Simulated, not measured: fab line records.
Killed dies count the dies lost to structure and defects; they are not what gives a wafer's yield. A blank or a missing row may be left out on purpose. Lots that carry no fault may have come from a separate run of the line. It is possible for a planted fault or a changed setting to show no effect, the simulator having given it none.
Which tool is to blame? ; flow n5-finfet ; Sampling: 24 lots, 72 wafers, 5 of 1938 route steps

WHAT THE GAUGES READ, wafer by wafer
N5_BEOL_M8_INSPECT_58: inspects for defects (darkfield). Usual: raw-defect-count 72, standard deviation 24.
lot;measured;on;raw-defect-count;flag
L076;day 10 09:30;defect-inspect-02;77 75 117;
L077;day 10 20:30;defect-inspect-01;47 52 55;
L075;day 10 21:19;defect-inspect-02;49 75 78;
L079;day 11 18:32;defect-inspect-02;66 32 55;
L078;day 11 18:33;defect-inspect-01;63 65 42;
L080;day 11 19:11;defect-inspect-02;132 92 160;
L081;day 11 18:47;defect-inspect-02;60 62 88;
L074;day 11 19:05;defect-inspect-01;56 54 41;
L082;day 11 22:58;defect-inspect-02;41 55 61;
L083;day 12 11:17;defect-inspect-02;51 67 47;
L084;day 12 12:23;defect-inspect-02;47 69 49;
L085;day 12 13:19;defect-inspect-02;52 70 55;
L086;day 13 10:03;defect-inspect-02;56 70 88;
L087;day 14 04:04;defect-inspect-02;84 78 106;
L088;day 14 04:46;defect-inspect-02;42 86 70;
L089;day 14 06:45;defect-inspect-01;63 58 73;
L090;day 14 15:07;defect-inspect-02;49 58 110;
L091;day 14 15:16;defect-inspect-02;64 63 68;
L092;day 14 15:30;defect-inspect-02;70 88 75;
L093;day 15 12:33;defect-inspect-01;115 69 51;
L094;day 15 21:49;defect-inspect-01;71 81 101;
L095;day 16 00:55;defect-inspect-01;127 51 58;
L096;day 16 07:43;defect-inspect-01;46 81 62;
L097;day 16 08:34;defect-inspect-01;53 56 41;

N5_BEOL_M9_CD_MEAS_11: target cd 64.1 nm. Usual: cd-nm 63.9 nm, standard deviation 0.6.
lot;measured;on;cd-nm (nm);flag
L076;day 10 11:31;cd-sem-02;63.7 63.2 64.0;
L077;day 11 00:14;cd-sem-01;64.5 63.5 63.6;
L075;day 11 00:16;cd-sem-03;63.1 63.7 64.0;
L079;day 11 20:38;cd-sem-01;64.3 62.8 63.2;
L078;day 11 20:28;cd-sem-02;62.9 63.3 63.4;
L080;day 11 21:29;cd-sem-03;64.1 64.2 64.7;
L081;day 11 21:06;cd-sem-01;63.2 63.2 63.8;
L074;day 11 21:19;cd-sem-01;63.9 63.3 63.6;
L082;day 12 00:33;cd-sem-01;64.6 63.9 65.2;
L083;day 12 13:44;cd-sem-02;64.0 63.0 64.2;
L084;day 12 13:59;cd-sem-02;62.8 63.7 63.2;
L085;day 12 14:24;cd-sem-02;62.9 63.7 63.4;
L086;day 13 12:40;cd-sem-01;64.0 63.9 64.0;
L087;day 14 05:48;cd-sem-01;64.0 64.5 64.1;
L088;day 14 06:23;cd-sem-03;63.4 63.4 63.5;
L089;day 14 09:38;cd-sem-01;64.0 63.6 63.6;
L090;day 14 18:13;cd-sem-01;64.2 64.3 63.6;
L091;day 14 18:41;cd-sem-02;64.1 63.4 64.6;
L092;day 14 18:51;cd-sem-01;64.0 64.5 65.0;
L093;day 15 15:27;cd-sem-01;63.6 64.2 64.4;
L094;day 16 02:49;cd-sem-03;63.3 64.5 63.8;
L095;day 16 03:04;cd-sem-01;64.7 64.3 64.8;
L096;day 16 11:17;cd-sem-02;63.8 65.6 64.6;
L097;day 16 11:47;cd-sem-01;63.5 63.1 64.9;

WHAT TOOL EACH LOT RAN ON (gives the tool, then ch and the chambers of the sampled wafers, and finally the start)
lot;N5_BEOL_M8_ILD_DEP_00;N5_BEOL_M8_VIA_ETCH_34;N5_BEOL_M8_SURFACE_TREAT_79
L076;pecvd-02 ch 0,1, day 10 00:47;rie-diel-03 ch 0,1,2, day 10 06:30;pvd-sputter-03, day 10 07:52
L077;pecvd-02 ch 0,1,2, day 10 08:30;rie-diel-05 ch 0,1,3, day 10 15:57;pvd-sputter-03, day 10 19:16
L075;pecvd-03 ch 0,1, day 10 09:03;rie-diel-03 ch 0,1,2, day 10 16:03;pvd-sputter-02, day 10 19:37
L079;pecvd-02 ch 0,2, day 11 07:31;rie-diel-05 ch 2,3, day 11 15:02;pvd-sputter-02, day 11 17:11
L078;pecvd-02 ch 0,2, day 11 07:47;rie-diel-01 ch 2,3, day 11 15:13;pvd-sputter-02, day 11 17:14
L080;pecvd-03 ch 0,2, day 11 08:26;rie-diel-05 ch 1,2, day 11 15:31;pvd-sputter-02, day 11 17:19
L081;pecvd-02 ch 0, day 11 08:32;rie-diel-03 ch 0,3, day 11 15:24;pvd-sputter-02, day 11 17:16
L074;pecvd-01 ch 1,2, day 11 08:46;rie-diel-01 ch 0,1,3, day 11 15:37;pvd-sputter-02, day 11 17:21
L082;pecvd-01 ch 0,1, day 11 16:27;rie-diel-05 ch 0,2,3, day 11 20:17;pvd-sputter-03, day 11 21:37
L083;pecvd-03 ch 0,1,2, day 12 03:11;rie-diel-03 ch 0,2,3, day 12 07:29;pvd-sputter-03, day 12 10:05
L084;pecvd-02 ch 1,2, day 12 04:10;rie-diel-01 ch 0,1,2, day 12 09:44;pvd-sputter-02, day 12 10:55
L085;pecvd-03 ch 0,1,2, day 12 04:34;rie-diel-01 ch 0,1,3, day 12 10:11;pvd-sputter-03, day 12 11:21
L086;pecvd-03 ch 1,2, day 12 23:39;rie-diel-03 ch 1,2,3, day 13 06:43;pvd-sputter-03, day 13 08:02
L087;pecvd-03 ch 0,1, day 13 21:18;rie-diel-03 ch 0,2,3, day 14 01:22;pvd-sputter-03, day 14 02:37
L088;pecvd-03 ch 0,1, day 13 21:32;rie-diel-01 ch 0,1, day 14 01:34;pvd-sputter-02, day 14 02:51
L089;pecvd-02 ch 1,2, day 14 00:05;rie-diel-05 ch 0,1,3, day 14 03:28;pvd-sputter-01, day 14 05:16
L090;pecvd-03 ch 0,1,2, day 14 05:13;rie-diel-03 ch 1,2, day 14 12:31;pvd-sputter-03, day 14 13:55
L091;pecvd-03 ch 1,2, day 14 06:31;rie-diel-05 ch 0,1,2, day 14 12:34;pvd-sputter-03, day 14 13:58
L092;pecvd-03 ch 0,2, day 14 06:49;rie-diel-01 ch 0,1,3, day 14 12:38;pvd-sputter-03, day 14 14:14
L093;pecvd-02 ch 1,2, day 15 03:07;rie-diel-01 ch 0,2,3, day 15 09:50;pvd-sputter-03, day 15 11:16
L094;pecvd-03 ch 0,2, day 15 12:35;rie-diel-01 ch 0,1,3, day 15 18:31;pvd-sputter-03, day 15 20:38
L095;pecvd-02 ch 1,2, day 15 16:13;rie-diel-01 ch 0,1,3, day 15 20:23;pvd-sputter-01, day 15 21:49
L096;pecvd-03 ch 0,2, day 15 21:14;rie-diel-01 ch 0,2,3, day 16 04:59;pvd-sputter-01, day 16 06:19
L097;pecvd-03 ch 1,2, day 15 21:50;rie-diel-05 ch 0,1,3, day 16 05:10;pvd-sputter-02, day 16 06:35
- N5_BEOL_M8_ILD_DEP_00: deposits SiCOH lowk from DEMS/porogen, target thk 179.75 nm, time 33.4 s.
- N5_BEOL_M8_VIA_ETCH_34: etches SiCOH lowk in C4F6/O2, target depth 125.5 nm, time 50.5 s.
- N5_BEOL_M8_SURFACE_TREAT_79

AS READ BY THE TOOLS THEMSELVES (means over the sampled wafers that have a number; for cases with no such wafer, the mark the record gives instead)
N5_BEOL_M8_ILD_DEP_00. Usual: heater-power-w 311 W, standard deviation 61; showerhead-plenum-p-Torr 5.740 Torr, standard deviation 0.0097; throttle-valve-pct 13.4 %, standard deviation 0.39.
lot;tool;heater-power-w (W);showerhead-plenum-p-Torr (Torr);throttle-valve-pct (%);flag
L076;pecvd-02;362;5.740;13.6;
L077;pecvd-02;312;5.739;13.6;
L075;pecvd-03;340;5.742;13.2;
L079;pecvd-02;273;5.749;13.2;
L078;pecvd-02;279;5.742;13.1;
L080;pecvd-03;291;5.745;13.1;
L081;pecvd-02;344;5.743;13.4;
L074;pecvd-01;322;5.723;14.1;
L082;pecvd-01;334;5.732;14.3;
L083;pecvd-03;314;5.735;13.1;
L084;pecvd-02;276;5.748;13.5;
L085;pecvd-03;297;5.738;13.2;
L086;pecvd-03;320;5.749;13.6;
L087;pecvd-03;335;5.729;13.2;
L088;pecvd-03;312;5.738;13.2;
L089;pecvd-02;244;5.745;13.3;
L090;pecvd-03;321;5.738;13.4;
L091;pecvd-03;259;5.732;13.3;
L092;pecvd-03;250;5.743;13.2;
L093;pecvd-02;312;5.739;13.7;
L094;pecvd-03;266;5.736;13.3;
L095;pecvd-02;313;5.746;13.9;
L096;pecvd-03;280;5.742;13.3;
L097;pecvd-03;272;5.741;13.4;

N5_BEOL_M8_VIA_ETCH_34. Usual: drypump-motor-current-A 5.5 A, standard deviation 0.5; oes_o_777_au 0.78 a.u., standard deviation 0.07; oes-product-au 0.77 a.u., standard deviation 0.063; rf-vpp-V 668 V, standard deviation 14; showerhead-plenum-p-Torr 2.90 Torr, standard deviation 0.084; throttle-valve-pct 21.01 %, standard deviation 0.16.
lot;tool;drypump-motor-current-A (A);oes_o_777_au (a.u.);oes-product-au (a.u.);rf-vpp-V (V);showerhead-plenum-p-Torr (Torr);throttle-valve-pct (%);flag
L076;rie-diel-03;5.4;0.77;0.75;673;2.89;21.06;
L077;rie-diel-05;5.5;0.82;0.81;651;2.84;21.01;
L075;rie-diel-03;5.4;0.77;0.75;672;2.89;21.06;
L079;rie-diel-05;5.3;0.83;0.83;676;3.01;21.03;
L078;rie-diel-01;5.1;0.73;0.71;676;2.93;21.11;
L080;rie-diel-05;5.6;0.83;0.83;665;2.92;20.97;
L081;rie-diel-03;5.9;0.84;0.81;660;2.98;20.94;
L074;rie-diel-01;5.6;0.76;0.77;677;2.89;20.86;
L082;rie-diel-05;5.5;0.81;0.81;665;2.92;21.07;
L083;rie-diel-03;5.7;0.83;0.80;666;2.95;21.10;
L084;rie-diel-01;5.5;0.77;0.77;674;2.89;20.94;
L085;rie-diel-01;5.6;0.75;0.76;676;2.89;20.87;
L086;rie-diel-03;5.6;0.83;0.81;666;2.92;21.14;
L087;rie-diel-03;5.8;0.81;0.79;667;2.95;21.12;
L088;rie-diel-01;6.0;0.76;0.78;674;2.86;20.82;
L089;rie-diel-05;5.5;0.79;0.78;652;2.83;21.04;
L090;rie-diel-03;5.3;0.74;0.73;680;2.85;21.27;
L091;rie-diel-05;5.8;0.80;0.80;653;2.83;21.05;
L092;rie-diel-01;5.6;0.73;0.75;676;2.88;20.90;
L093;rie-diel-01;5.6;0.71;0.70;676;2.90;21.00;
L094;rie-diel-01;5.6;0.73;0.74;676;2.88;20.91;
L095;rie-diel-01;5.6;0.72;0.74;677;2.88;20.92;
L096;rie-diel-01;5.5;0.69;0.70;676;2.90;21.01;
L097;rie-diel-05;5.5;0.78;0.76;650;2.82;21.07;

THE ANSWER, worked out from the rows above alone
Rule: lot off if the mean of its wafers having a number is beyond 3 standard deviations from the usual mean. A lot without any number at a reading at which 4 lots or more have one is off too. The other lots that the step has rows for count as sound. After the gauges, taken in route order, come the tools' own readings; for these a lot's mean is taken, as printed above. At the first step where some lot is off, the reading lying furthest off is the one used; lots without a number count as furthest.
Nothing can be told from this: no lot is off at any reading shown.

WHAT THE SIMULATOR PUT IN
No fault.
